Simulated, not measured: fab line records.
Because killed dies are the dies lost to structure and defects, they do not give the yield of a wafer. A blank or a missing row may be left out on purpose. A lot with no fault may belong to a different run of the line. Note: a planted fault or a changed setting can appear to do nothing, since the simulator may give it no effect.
fab line records	flow n5_finfet
record: lots: 5	wafers: 15	last_day: 18
route steps=1938 shown BEOL_M4@1059 PASSIVATION@1936
lots with no fault: from the same line, run without faults
start_h: the number of hours between the record's first day and the start of the first shown wafer of the lot	wait_h: hours from the lot's prior step to this one	" identical to the entry in the row above	L1.1+2: several wafers, shown together as one row	- value missing, or start not given	* or withheld: withheld	< > ~ a bound
route shown NAME@n: names a module that has steps shown in the file, with the first one's number in the route	usual: mean/standard deviation taken from wafers without a fault	same: alike in all rows	chamber/n: place in a boat	sites: each site's reading	_std_site: the values' standard deviation	_edge_site: mean of outer sites minus mean of inner sites	radius_mm: how far each site lies from the wafer's centre	mask NAME#n: copy n	behind: tool/chamber where the wafer was last shaped	hold: why the lot was held/for how many hours/how that ended	device: whichever transistor did not switch (one of n, p or np)	end of line: at the end of the route, the tests of the same wafers	where a step has no rows: the recipe by itself	killed: count of dies lost to structure and defects at first sort (not the wafer's yield)	map: a wafer's dies, marking killed ones x, the rest . and places with no die _
set.NAME: the setting the step ran with; set.NAME@STEP: the setting that earlier step ran with	model.NAME: the simulator's own value behind a step, which no gauge read
certain route steps with their lots: each step a table, each wafer a row
services: the hour from which a tool's chamber was out of use, counted from the record's first day as start_h (under 0 if before that day), plus the number of hours and why
== steps ==
step: N5_BEOL_M4_DESCUM_33
recipe: chemistry: O2	time_s: 7	source_power_w: 50	bias_power_w: 20	pressure_mtorr: 20	rf_frequency_hz: 2.712e+07	temp_c: 40	resist: CAR-EUV	o2_flow_sccm: 225
step: N5_BEOL_M4_ETCH_77
recipe: chemistry: N2/H2	target: underlayer	target_depth_a: 65	mask_material: CAR-EUV	time_s: 5.2	ion_energy_ev: 200	pressure_mtorr: 30	source_w: 840	bias_w: 150	n2_flow_sccm: 200	h2_flow_sccm: 200	ends: cleared
step: N5_BEOL_M4_ETCH_69
recipe: chemistry: CF4	target: SiARC	target_depth_a: 156	mask_material: CAR-EUV	time_s: 26	ion_energy_ev: 80	pressure_mtorr: 40	source_w: 545	bias_w: 36	Ar_flow_sccm: 100	cf4_flow_sccm: 100	ends: cleared
step: N5_BEOL_M4_ALD_98
recipe: material: SiO2	target_thk_a: 25	temp_c: 100	ald_precursor_family: BDEAS	ald_co_reactant: O2-plasma	pulse_time_s: 1	co_reactant_pulse_time_s: 1	purge_time_s: 2	co_reactant_purge_time_s: 2	ald_cycles: 17	pressure_torr: 2
step: N5_BEOL_M4_ETCHBACK_99
recipe: chemistry: CHF3	target: SiO2	target_depth_a: 50	time_s: 10.4	source_w: 215	bias_w: 47	Ar_flow_sccm: 200	CHF3_flow_sccm: 12	ion_energy_ev: 100	pressure_mtorr: 30
step: N5_BEOL_M4_ETCH_70
recipe: chemistry: N2/H2	target: SOC	target_depth_a: 800	overetch_a: 240	mask_material: SiARC	temp_c: 40	time_s: 130	ion_energy_ev: 200	pressure_mtorr: 30	source_w: 840	bias_w: 150	n2_flow_sccm: 200	h2_flow_sccm: 200
step: N5_BEOL_M4_STRIP_71
recipe: chemistry: N2/H2	temp_c: 40	n2_flow_sccm: 200	h2_flow_sccm: 200	rf_frequency_hz: 6e+07
step: N5_BEOL_M4_STRIP_78
recipe: chemistry: N2/H2	temp_c: 40	n2_flow_sccm: 200	h2_flow_sccm: 200	rf_frequency_hz: 6e+07
step: N5_BEOL_M4_VIA_ETCH_34
recipe: chemistry: C4F6/O2	target_depth_a: 694	mask_material: SOC	pressure_mtorr: 15	ion_energy_ev: 250	taper_deg: 4	time_s: 65.9	source_w: 350	bias_w: 170	Ar_flow_sccm: 300	C4F6_flow_sccm: 10	O2_flow_sccm: 10
step: N5_BEOL_M4_STRIP_83
recipe: chemistry: C4F6/O2	resist: SiARC	rf_frequency_hz: 6e+07
step: N5_BEOL_M4_STRIP_36
recipe: chemistry: N2/H2	power_w: 450	temp_c: 40	pressure_mtorr: 20	rf_frequency_hz: 6e+07	overash_fraction: 0.3	bias_power_w: 7	h2_frac: 0.5	n2_flow_sccm: 200	h2_flow_sccm: 200
step: N5_BEOL_M4_TRENCH_ETCH_37
recipe: chemistry: C4F6/O2	target_depth_a: 555.55	target: SiOC	time_s: 29.2	ion_energy_ev: 250	pressure_mtorr: 30	source_w: 355	bias_w: 185	Ar_flow_sccm: 300	C4F6_flow_sccm: 10	O2_flow_sccm: 10
usual: C4F6_flow_sccm: 10.000/0.029	O2_flow_sccm: 9.999/0.028	chamber_pressure_mTorr: 30.001/0.025	drypump_motor_current_A: 5.6/0.49	oes_product_au: 0.78/0.061	rf_fwd_power_W: 350.8/2.1	rf_vpp_V: 665/15	showerhead_plenum_p_Torr: 2.89/0.095	throttle_valve_pct: 20.99/0.18
lot.wafer	tool	chamber	start_h	wait_h	C4F6_flow_sccm	O2_flow_sccm	chamber_pressure_mTorr	drypump_motor_current_A	oes_product_au	rf_fwd_power_W	rf_hours_counter_h	rf_vpp_V	showerhead_plenum_p_Torr	throttle_valve_pct	model.TiN_of_BEOL_M4_HM_DEP_02.thk_nm
L660.2	rie_diel-03	3	183.45	-	10.008	10.003	30.002	6.3	0.68	349.7	238	638	2.73	21.30	18.2
L660.4	"	0	"	"	9.965	9.995	30.067	5.7	0.76	352.8	144	665	2.95	20.81	18
L660.5	"	2	"	"	10.030	9.974	30.041	5.3	0.76	351.5	-	686	2.88	21.30	18
L669.1	rie_diel-03	2	235.37	-	-	-	-	-	-	-	-	-	-	-	20.2
L669.4	"	0	"	"	-	-	-	-	-	-	-	-	-	-	20.2
L669.5	"	2	"	"	-	-	-	-	-	-	-	-	-	-	20
L670.2	rie_diel-01	1	254.46	-	-	-	-	-	-	-	-	-	-	-	20
L670.4	"	2	"	"	-	-	-	-	-	-	-	-	-	-	20
L670.5	"	3	"	"	-	-	-	-	-	-	-	-	-	-	20
L672.1	rie_diel-01	0	270.44	-	-	-	-	-	-	-	-	-	-	-	20
L672.4	"	2	"	"	-	-	-	-	-	-	-	-	-	-	20.2
L672.6	"	1	"	"	-	-	-	-	-	-	-	-	-	-	20.2
L680.1	rie_diel-05	2	316.71	-	9.996	9.987	30.043	5.6	0.82	350.7	101	678	3.00	21.02	17.6
L680.5	"	2	"	"	9.982	9.984	30.017	5.6	0.82	350.5	-	678	3.00	21.02	17.4
L680.6	"	1	"	"	9.996	10.003	29.977	5.7	0.80	353.9	-	638	2.74	20.85	17.6
step: N5_BEOL_M4_ETCH_41
recipe: chemistry: CH3F/O2	target: SiCN	target_depth_a: 299	taper_deg: 2	time_s: 52.5	ion_energy_ev: 120	mask_material: TiN	pressure_mtorr: 30	source_w: 395	bias_w: 75	Ar_flow_sccm: 150	CH3F_flow_sccm: 30	O2_flow_sccm: 20
step: N5_BEOL_M4_STRIP_97
recipe: chemistry: N2/H2	time_s: 10	power_w: 450	temp_c: 40	pressure_mtorr: 20	rf_frequency_hz: 6e+07	bias_power_w: 7	n2_flow_sccm: 200	h2_flow_sccm: 200
step: N5_BEOL_M4_OCD_MEAS_38
usual: trench_depth_nm: 55.5/1.3
lot.wafer	tool	chamber	start_h	wait_h	trench_depth_nm
L660.2	ocd-02	-	183.61	-	55.0
L660.4	"	-	"	"	55.4
L660.5	"	-	"	"	55.0
L669.1	ocd-02	-	235.53	-	0.0
L669.4	"	-	"	"	0
L669.5	"	-	"	"	0
L670.2	ocd-01	-	254.63	-	0.3
L670.4	"	-	"	"	0
L670.5	"	-	"	"	0.1
L672.1	ocd-02	-	270.59	-	0.0
L672.4	"	-	"	"	0.2
L672.6	"	-	"	"	0.3
L680.1	ocd-02	-	316.86	-	58.1
L680.5	"	-	"	"	57.4
L680.6	"	-	"	"	55.8
step: N5_BEOL_M4_HM_STRIP_39
recipe: chemistry: peroxide_tin_strip	material: TiN	target_depth_a: 250	temp_c: 50	time_s: 158
step: N5_BEOL_M4_SRD_40
recipe: time_s: 30	temp_c: 23	rinse_liquid: diw	dry: ipa_marangoni
step: N5_BEOL_M4_PRECLEAN_42
recipe: chemistry: residue_remover	time_s: 60	temp_c: 40
step: N5_BEOL_M4_SRD_43
recipe: time_s: 30	temp_c: 23	rinse_liquid: diw	dry: ipa_marangoni
step: N5_BEOL_M4_DEGAS_44
recipe: ambient: vacuum	temp_c: 250	time_s: 60
step: N5_BEOL_M4_PRE_CLEAN_45
recipe: gas: H2/He	time_s: 30	temp_c: 250
step: N5_BEOL_M4_ALD_84
recipe: material: TaN	target_thk_a: *	temp_c: 275	ald_precursor_family: PDMAT	ald_co_reactant: NH3	pressure_torr: 3	carrier_flow_sccm: 1500	pulse_time_s: 2	purge_time_s: 3	co_reactant_purge_time_s: 2	co_reactant_pulse_time_s: 3	ald_cycles: 30	precursor_vessel_temp_c: 75	precursor_vessel_pressure_torr: 26.25	precursor_vessel_carrier_sccm: 1000
step: N5_BEOL_M4_SURFACE_TREAT_85
recipe: gas: Ar	time_s: *	ion_energy_ev: *	ion_current_ma_cm2: 0.5	pressure_mtorr: *	ar_flow_sccm: 30
step: N5_BEOL_M4_CVD_47
recipe: material: Co	target_thk_a: 30	temp_c: withheld	precursor: CCTBA/H2	pressure_torr: 30	time_s: 223.8
step: N5_BEOL_M4_SPUTTER_48
recipe: material: Cu	target_thk_a: 45	temp_c: -20	chamber_pressure_pa: 0.07	power_w: withheld	time_s: 8.29
step: N5_BEOL_M4_ANNEAL_49
recipe: temp_c: 400	time_s: 240	ambient: vacuum
step: N5_BEOL_M4_SPUTTER_79
recipe: material: Cu	target_thk_a: 45	temp_c: -20	chamber_pressure_pa: 0.07	power_w: withheld	time_s: 8.29
step: N5_BEOL_M4_ANNEAL_80
recipe: temp_c: 400	time_s: 240	ambient: vacuum
step: N5_BEOL_M4_SPUTTER_81
recipe: material: Cu	target_thk_a: 45	temp_c: -20	chamber_pressure_pa: 0.07	power_w: withheld	time_s: 8.29
step: N5_BEOL_M4_ANNEAL_82
recipe: temp_c: 400	time_s: 240	ambient: vacuum
step: N5_BEOL_M4_SPUTTER_86
recipe: material: Cu	target_thk_a: 45	temp_c: -20	chamber_pressure_pa: 0.07	power_w: withheld	time_s: 8.29
step: N5_BEOL_M4_ANNEAL_87
recipe: temp_c: 400	time_s: 240	ambient: vacuum
step: N5_BEOL_M4_SPUTTER_88
recipe: material: Cu	target_thk_a: 45	temp_c: -20	chamber_pressure_pa: 0.07	power_w: withheld	time_s: 8.29
step: N5_BEOL_M4_ANNEAL_89
recipe: temp_c: 400	time_s: 240	ambient: vacuum
step: N5_BEOL_M4_SPUTTER_90
recipe: material: Cu	target_thk_a: 45	temp_c: -20	chamber_pressure_pa: 0.07	power_w: withheld	time_s: 8.29
step: N5_BEOL_M4_ANNEAL_91
recipe: temp_c: 400	time_s: 240	ambient: vacuum
step: N5_BEOL_M4_SPUTTER_92
recipe: material: Cu	target_thk_a: 45	temp_c: -20	chamber_pressure_pa: 0.07	power_w: withheld	time_s: 8.29
step: N5_BEOL_M4_ANNEAL_93
recipe: temp_c: 400	time_s: 240	ambient: vacuum
step: N5_BEOL_M4_SPUTTER_94
recipe: material: Cu	target_thk_a: 45	temp_c: -20	chamber_pressure_pa: 0.07	power_w: withheld	time_s: 8.29
step: N5_BEOL_M4_ANNEAL_95
recipe: temp_c: 400	time_s: 240	ambient: vacuum
step: N5_BEOL_M4_CMP_52
recipe: stop_on: SiOC	t_overpolish_s: 6.8	down_force_psi: 1	platen_rpm: 50	clearing_platen_down_force_psi: 1.5	clearing_platen_rpm: 50	post_cmp_clean: cu_alkaline	target_thk_nm: 40	clearing_platen_pad_velocity_m_s: 0.99484	pad_velocity_m_s: 0.99484
usual: edge_zone_pressure_frac: 1.000/0.0054	head_pressure_psi: 0.9998/0.0024	motor_current_A: 6.0/0.4
lot.wafer	tool	chamber	start_h	wait_h	edge_zone_pressure_frac	head_pressure_psi	motor_current_A	model.Cu_of_BEOL_M4_ECD_50.thk_nm
L660.4	cmp-03	1	187.05	0.2	0.996	0.9993	6.1	40.2
L660.2	"	3	"	"	0.995	0.9973	5.5	37.4
L660.5	"	0	"	"	1.004	1.0010	5.9	38
L669.4	cmp-04	0	240.20	0.1	1.002	0.9984	6.6	0.2
L669.1	"	3	"	"	1.001	1.0010	6.0	0
L669.5	"	1	"	"	1.009	1.0016	6.0	2
L670.4	cmp-03	0	258.44	0.1	0.995	0.9937	5.4	0
L670.2	"	1	"	"	1.004	1.0016	6.2	0.2
L670.5	"	1	"	"	1.002	0.9979	6.2	1.4
L672.1	cmp-01	3	274.02	0.3	1.003	1.0025	6.6	0
L672.4	"	1	"	"	1.004	0.9999	6.1	0
L672.6	"	3	"	"	0.999	1.0021	6.9	0
L680.1	cmp-03	1	322.13	0.3	0.999	1.0001	6.4	43.4
L680.6	"	0	"	"	1.001	1.0038	5.8	41.4
L680.5	"	1	"	"	0.993	1.0020	5.9	44
step: N5_BEOL_M4_RC_MEAS_101
usual: DIBL_N: 37.1/1.8	DIBL_P: 37.2/2.1	IOFF_N: 0.17/0.033	IOFF_P: 0.22/0.037	ION_N: 680/11	ION_P: 464/7.7	SS_N: 71.7/0.63	SS_P: 73.6/0.67	VT_N: 248.9/2.9	VT_P: -251/3.6
lot.wafer	tool	chamber	start_h	wait_h	DIBL_N[mV/V]	DIBL_P[mV/V]	IOFF_N[nA/um]	IOFF_P[nA/um]	ION_N[uA/um]	ION_P[uA/um]	SS_N[mV/dec]	SS_P[mV/dec]	VT_N[mV]	VT_P[mV]
L660.2	prober-01	0	187.80	0.2	33.6	33.5	0.12	0.16	656	455	71.5	71.4	253.8	-255
L660.4	"	0	"	"	35.6	36.5	0.15	0.20	670	464	71.3	73.7	251.5	-251
L660.5	"	0	"	"	39.0	40.9	0.24	0.28	696	475	71.8	74.5	244.6	-247
L680.1	prober-02	0	322.70	0.0	37.2	35.6	0.14	0.18	654	453	72.0	73.4	252.4	-253
L680.5	"	0	"	"	37.6	37.6	0.15	0.21	672	462	71.8	73.4	248.3	-249
L680.6	"	0	"	"	39.4	38.4	0.18	0.22	689	462	72.2	73.1	248.2	-249
step: N5_PASSIVATION_PROBE_49
usual: defect_limited_yield: 91.7/1.5	killed_at_M0_to_M3: 32/10	killed_at_M4_up: 14/5.3	killed_at_contacts: 13/5.7	killed_at_front_end: 37/10	killed_at_other: 3.3/2.5	killed_dies: 98/18	killed_on_rim: 13/3.6	killed_open: 65/13	killed_short: 31/7.5	sort_bin_5_function: 4.9/0.91	sort_bin_6_memory: 3.1/0.71	sort_n_pass: 1082/18	sort_yield_pct: 91.7/1.5
same: gross_dies: 1180	killed_at_back_side: 0	sort_bin_4_leakage[%]: 0	sort_bin_8_speed[%]: 0
lot.wafer	tool	chamber	start_h	wait_h	defect_limited_yield[%]	killed_at_M0_to_M3	killed_at_M4_up	killed_at_contacts	killed_at_front_end	killed_at_other	killed_dies	killed_on_rim	killed_open	killed_short	sort_bin_5_function[%]	sort_bin_6_memory[%]	sort_n_pass	sort_yield_pct[%]
L660.2	prober-02	-	289.17	0.1	90.2	40	17	17	39	3	116	16	79	37	5.8	3.7	1064	90.2
L660.4	prober-02	-	289.27	0.2	87.6	54	15	13	60	4	146	19	97	45	6.5	5.1	1034	87.6
L660.5	prober-02	-	289.32	0.2	89.3	47	20	12	43	4	126	14	76	49	6.7	3.5	1054	89.3
L669.1	prober-01	-	342.40	0.0	0	36	1109	10	14	11	1180	152	52	28	97.3	2.5	0	0
L669.4	prober-01	-	342.55	0.2	0	35	1092	11	36	6	1180	152	62	36	96.4	3.4	0	0
L669.5	prober-01	-	342.60	0.2	0	30	1090	10	43	7	1180	152	61	32	96.3	3.2	0	0
L670.2	prober-02	-	360.53	0.1	0	51	1067	16	45	1	1180	152	86	36	96.1	3.4	0	0
L670.4	prober-02	-	360.63	0.2	0	71	1051	12	44	2	1180	152	101	45	94.5	4.8	0	0
L670.5	prober-02	-	360.68	0.2	0	41	1085	16	35	3	1180	152	72	35	96.2	3.5	0	0
L672.1	prober-01	-	382.30	0.0	0	43	1089	7	35	6	1180	152	72	33	96.5	3.1	0	0
L672.4	prober-01	-	382.45	0.2	0	38	1087	12	37	6	1180	152	68	30	96.5	3.1	0	0
L672.6	prober-01	-	382.55	0.3	0	47	1065	9	57	2	1180	152	79	38	95.8	3.2	0	0
killed by level:class
L660.2 BEOL_M2:geometric_particle:open=16 MOL_CONTACT_COAG:geometric_particle:open=15 BEOL_M3:geometric_particle:open=9 FIN_SAQP:geometric_particle:short=8 STI_FIN_REVEAL:geometric_particle:open=6 GATE_CUT:geometric_particle:open=5 GATE_CUT:geometric_particle:short=5 BEOL_M4:geometric_particle:short=5
L660.4 STI_FIN_REVEAL:geometric_particle:open=21 DUMMY_GATE:geometric_particle:open=15 BEOL_M0_SAQP:geometric_particle:short=14 BEOL_M0_SAQP:geometric_particle:open=12 MOL_CONTACT_COAG:geometric_particle:open=11 FIN_SAQP:geometric_particle:open=7 BEOL_M0:geometric_particle:open=6 BEOL_M3:geometric_particle:open=6
L660.5 BEOL_M0_SAQP:geometric_particle:short=16 MOL_CONTACT_COAG:geometric_particle:open=11 FIN_SAQP:geometric_particle:open=9 BEOL_M2:geometric_particle:open=9 STI_FIN_REVEAL:geometric_particle:open=8 BEOL_M0_SAQP:geometric_particle:open=7 DUMMY_GATE:geometric_particle:open=6 BEOL_M3:geometric_particle:short=6
L669.1 BEOL_M4:area_etch=1100 BEOL_M0_SAQP:geometric_particle:open=16 BEOL_M0_SAQP:geometric_particle:short=11 MOL_CONTACT_COAG:geometric_particle:open=8 BEOL_M5:geometric_particle:open=5 FIN_SAQP:geometric_particle:open=4 GATE_CUT:geometric_particle:short=4 BEOL_M3:geometric_particle:open=4
L669.4 BEOL_M4:area_etch=1082 FIN_SAQP:geometric_particle:open=16 BEOL_M0_SAQP:geometric_particle:short=15 BEOL_M0_SAQP:geometric_particle:open=14 MOL_CONTACT_COAG:geometric_particle:open=9 BEOL_M4:geometric_particle:open=6 BEOL_M3:geometric_particle:open=5 FIN_SAQP:geometric_particle:short=4
L669.5 BEOL_M4:area_etch=1081 FIN_SAQP:geometric_particle:open=15 BEOL_M0_SAQP:geometric_particle:short=11 FIN_SAQP:geometric_particle:short=8 MOL_CONTACT_COAG:geometric_particle:open=8 BEOL_M0_SAQP:geometric_particle:open=7 STI_FIN_REVEAL:geometric_particle:open=5 HKMG_FIN:area_etch=5
L670.2 BEOL_M4:area_etch=1054 FIN_SAQP:geometric_particle:open=16 MOL_CONTACT_COAG:geometric_particle:open=14 BEOL_M0_SAQP:geometric_particle:short=12 BEOL_M0_SAQP:geometric_particle:open=10 FIN_SAQP:geometric_particle:short=9 STI_FIN_REVEAL:geometric_particle:open=9 BEOL_M1:geometric_particle:open=9
L670.4 BEOL_M4:area_etch=1034 BEOL_M0_SAQP:geometric_particle:short=21 BEOL_M0_SAQP:geometric_particle:open=18 FIN_SAQP:geometric_particle:open=16 BEOL_M1:geometric_particle:open=13 MOL_CONTACT_COAG:geometric_particle:open=10 BEOL_M2:geometric_particle:open=10 BEOL_M4:geometric_particle:open=10
L670.5 BEOL_M4:area_etch=1070 FIN_SAQP:geometric_particle:open=16 MOL_CONTACT_COAG:geometric_particle:open=14 FIN_SAQP:geometric_particle:short=11 BEOL_M0:geometric_particle:open=10 BEOL_M0_SAQP:geometric_particle:open=10 BEOL_M0_SAQP:geometric_particle:short=9 BEOL_M1:geometric_particle:open=5
L672.1 BEOL_M4:area_etch=1074 FIN_SAQP:geometric_particle:open=10 BEOL_M1:geometric_particle:open=10 BEOL_M3:geometric_particle:open=10 BEOL_M0_SAQP:geometric_particle:open=7 BEOL_M4:geometric_particle:open=6 DUMMY_GATE:geometric_particle:open=5 BEOL_M1:geometric_particle:short=5
L672.4 BEOL_M4:area_etch=1081 STI_FIN_REVEAL:geometric_particle:open=14 MOL_CONTACT_COAG:geometric_particle:open=8 BEOL_M3:geometric_particle:open=7 BEOL_M0_SAQP:geometric_particle:open=6 FIN_SAQP:geometric_particle:open=5 BEOL_M0_SAQP:geometric_particle:short=5 BEOL_M1:geometric_particle:open=5
L672.6 BEOL_M4:area_etch=1056 STI_FIN_REVEAL:geometric_particle:open=14 DUMMY_GATE:geometric_particle:open=11 BEOL_M0_SAQP:geometric_particle:short=10 FIN_SAQP:geometric_particle:open=7 BEOL_M2:geometric_particle:open=7 BEOL_M0_SAQP:geometric_particle:open=7 FIN_SAQP:geometric_particle:short=6
map L669.1 (x killed, . not)
_________________xxxxxxxxxxxx________________
______________xxxxxxxxxxxxxxxxxx_____________
___________xxxxxxxxxxxxxxxxxxxxxxxx__________
__________xxxxxxxxxxxxxxxxxxxxxxxxxx_________
________xxxxxxxxxxxxxxxxxxxxxxxxxxxxxx_______
_______xxxxxxxxxxxxxxxxxxxxxxxxxxxxxxxx______
______xxxxxxxxxxxxxxxxxxxxxxxxxxxxxxxxxx_____
_____xxxxxxxxxxxxxxxxxxxxxxxxxxxxxxxxxxxx____
____xxxxxxxxxxxxxxxxxxxxxxxxxxxxxxxxxxxxxx___
___xxxxxxxxxxxxxxxxxxxxxxxxxxxxxxxxxxxxxxxx__
___xxxxxxxxxxxxxxxxxxxxxxxxxxxxxxxxxxxxxxxx__
__xxxxxxxxxxxxxxxxxxxxxxxxxxxxxxxxxxxxxxxxxx_
__xxxxxxxxxxxxxxxxxxxxxxxxxxxxxxxxxxxxxxxxxx_
_xxxxxxxxxxxxxxxxxxxxxxxxxxxxxxxxxxxxxxxxxxxx
_xxxxxxxxxxxxxxxxxxxxxxxxxxxxxxxxxxxxxxxxxxxx
_xxxxxxxxxxxxxxxxxxxxxxxxxxxxxxxxxxxxxxxxxxxx
_xxxxxxxxxxxxxxxxxxxxxxxxxxxxxxxxxxxxxxxxxxxx
_xxxxxxxxxxxxxxxxxxxxxxxxxxxxxxxxxxxxxxxxxxxx
_xxxxxxxxxxxxxxxxxxxxxxxxxxxxxxxxxxxxxxxxxxxx
_xxxxxxxxxxxxxxxxxxxxxxxxxxxxxxxxxxxxxxxxxxxx
_xxxxxxxxxxxxxxxxxxxxxxxxxxxxxxxxxxxxxxxxxxxx
__xxxxxxxxxxxxxxxxxxxxxxxxxxxxxxxxxxxxxxxxxx_
__xxxxxxxxxxxxxxxxxxxxxxxxxxxxxxxxxxxxxxxxxx_
___xxxxxxxxxxxxxxxxxxxxxxxxxxxxxxxxxxxxxxxx__
___xxxxxxxxxxxxxxxxxxxxxxxxxxxxxxxxxxxxxxxx__
____xxxxxxxxxxxxxxxxxxxxxxxxxxxxxxxxxxxxxx___
_____xxxxxxxxxxxxxxxxxxxxxxxxxxxxxxxxxxxx____
______xxxxxxxxxxxxxxxxxxxxxxxxxxxxxxxxxx_____
_______xxxxxxxxxxxxxxxxxxxxxxxxxxxxxxxx______
________xxxxxxxxxxxxxxxxxxxxxxxxxxxxxx_______
__________xxxxxxxxxxxxxxxxxxxxxxxxxx_________
___________xxxxxxxxxxxxxxxxxxxxxxxx__________
______________xxxxxxxxxxxxxxxxxx_____________
_________________xxxxxxxxxxxx________________
map L670.2 (x killed, . not)
_________________xxxxxxxxxxxx________________
______________xxxxxxxxxxxxxxxxxx_____________
___________xxxxxxxxxxxxxxxxxxxxxxxx__________
__________xxxxxxxxxxxxxxxxxxxxxxxxxx_________
________xxxxxxxxxxxxxxxxxxxxxxxxxxxxxx_______
_______xxxxxxxxxxxxxxxxxxxxxxxxxxxxxxxx______
______xxxxxxxxxxxxxxxxxxxxxxxxxxxxxxxxxx_____
_____xxxxxxxxxxxxxxxxxxxxxxxxxxxxxxxxxxxx____
____xxxxxxxxxxxxxxxxxxxxxxxxxxxxxxxxxxxxxx___
___xxxxxxxxxxxxxxxxxxxxxxxxxxxxxxxxxxxxxxxx__
___xxxxxxxxxxxxxxxxxxxxxxxxxxxxxxxxxxxxxxxx__
__xxxxxxxxxxxxxxxxxxxxxxxxxxxxxxxxxxxxxxxxxx_
__xxxxxxxxxxxxxxxxxxxxxxxxxxxxxxxxxxxxxxxxxx_
_xxxxxxxxxxxxxxxxxxxxxxxxxxxxxxxxxxxxxxxxxxxx
_xxxxxxxxxxxxxxxxxxxxxxxxxxxxxxxxxxxxxxxxxxxx
_xxxxxxxxxxxxxxxxxxxxxxxxxxxxxxxxxxxxxxxxxxxx
_xxxxxxxxxxxxxxxxxxxxxxxxxxxxxxxxxxxxxxxxxxxx
_xxxxxxxxxxxxxxxxxxxxxxxxxxxxxxxxxxxxxxxxxxxx
_xxxxxxxxxxxxxxxxxxxxxxxxxxxxxxxxxxxxxxxxxxxx
_xxxxxxxxxxxxxxxxxxxxxxxxxxxxxxxxxxxxxxxxxxxx
_xxxxxxxxxxxxxxxxxxxxxxxxxxxxxxxxxxxxxxxxxxxx
__xxxxxxxxxxxxxxxxxxxxxxxxxxxxxxxxxxxxxxxxxx_
__xxxxxxxxxxxxxxxxxxxxxxxxxxxxxxxxxxxxxxxxxx_
___xxxxxxxxxxxxxxxxxxxxxxxxxxxxxxxxxxxxxxxx__
___xxxxxxxxxxxxxxxxxxxxxxxxxxxxxxxxxxxxxxxx__
____xxxxxxxxxxxxxxxxxxxxxxxxxxxxxxxxxxxxxx___
_____xxxxxxxxxxxxxxxxxxxxxxxxxxxxxxxxxxxx____
______xxxxxxxxxxxxxxxxxxxxxxxxxxxxxxxxxx_____
_______xxxxxxxxxxxxxxxxxxxxxxxxxxxxxxxx______
________xxxxxxxxxxxxxxxxxxxxxxxxxxxxxx_______
__________xxxxxxxxxxxxxxxxxxxxxxxxxx_________
___________xxxxxxxxxxxxxxxxxxxxxxxx__________
______________xxxxxxxxxxxxxxxxxx_____________
_________________xxxxxxxxxxxx________________
== services ==
tool	chamber	start_h	hours	kind
rie_diel-05	1	160.48	5.4	repair
rie_diel-01	0	168.70	6.0	repair
cmp-01	-	172.77	16.3	pm
cmp-04	-	212.74	4.0	pm
cmp-04	-	216.74	-	consumable_replace:conditioner
cmp-04	-	216.74	-	consumable_replace:pad
rie_diel-03	3	216.77	-	clean
rie_diel-03	3	216.77	-	consumable_replace:focus_ring
rie_diel-03	3	216.77	-	consumable_replace:showerhead
rie_diel-03	3	216.77	18.6	scheduled_down
rie_diel-03	3	216.77	18.6	vent_cycle
cmp-01	-	223.51	9.1	repair
rie_diel-01	0	228.17	6.0	repair
rie_diel-01	-	238.12	15.6	pm
cmp-01	-	256.89	4.0	pm
cmp-01	-	260.89	-	consumable_replace:conditioner
cmp-01	-	260.89	-	consumable_replace:pad
rie_diel-01	1	263.76	3.0	repair
cmp-01	-	264.15	4.2	pm
rie_diel-05	1	270.84	14.1	repair
cmp-04	-	276.61	1.3	repair
cmp-03	-	305.07	4.0	pm
cmp-03	-	309.07	-	consumable_replace:conditioner
cmp-03	-	309.07	-	consumable_replace:pad
== key ==
first_sign: step: N5_BEOL_M4_TRENCH_ETCH_37	reading: tool_record	direction: missing
effect: step: N5_BEOL_M4_OCD_MEAS_38	reading: trench_depth_nm	direction: down	sigmas: 42	usual: 55.5	struck: 0.1
effect: step: N5_PASSIVATION_PROBE_49	reading: killed_at_M4_up	direction: up	sigmas: 99+	usual: 14	struck: 1082
model_effect: step: N5_BEOL_M4_TRENCH_ETCH_37	value: TiN_of_BEOL_M4_HM_DEP_02.thk_nm	without: 17.76	struck: 20.09
model_effect: step: N5_BEOL_M4_CMP_52	value: Cu_of_BEOL_M4_ECD_50.thk_nm	without: 39.73	struck: 0.4222
more_kills_born_at: N5_BEOL_M4_TRENCH_ETCH_37@rie_diel-01: 6369	N5_BEOL_M4_TRENCH_ETCH_37@rie_diel-03: 3263
met_at N5_BEOL_M4_TRENCH_ETCH_37
struck_wafers L669.1,L669.4,L669.5,L670.2,L670.4,L670.5,L672.1,L672.4,L672.6
later_rows_left_out L669.1,L669.4,L669.5,L670.2,L670.4,L670.5,L672.1,L672.4,L672.6
onset_between 183.45 235.37
fault: kind: skipped_step_whole	tool: rie_diel-01,rie_diel-03	chamber: -	onset_h: 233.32	steps: N5_BEOL_M4_TRENCH_ETCH_37	scope: struck_lots_only
later_rows_left_out: the simulator's readings of these wafers behind a module that went badly wrong aren't trusted and aren't shown, but for the sort
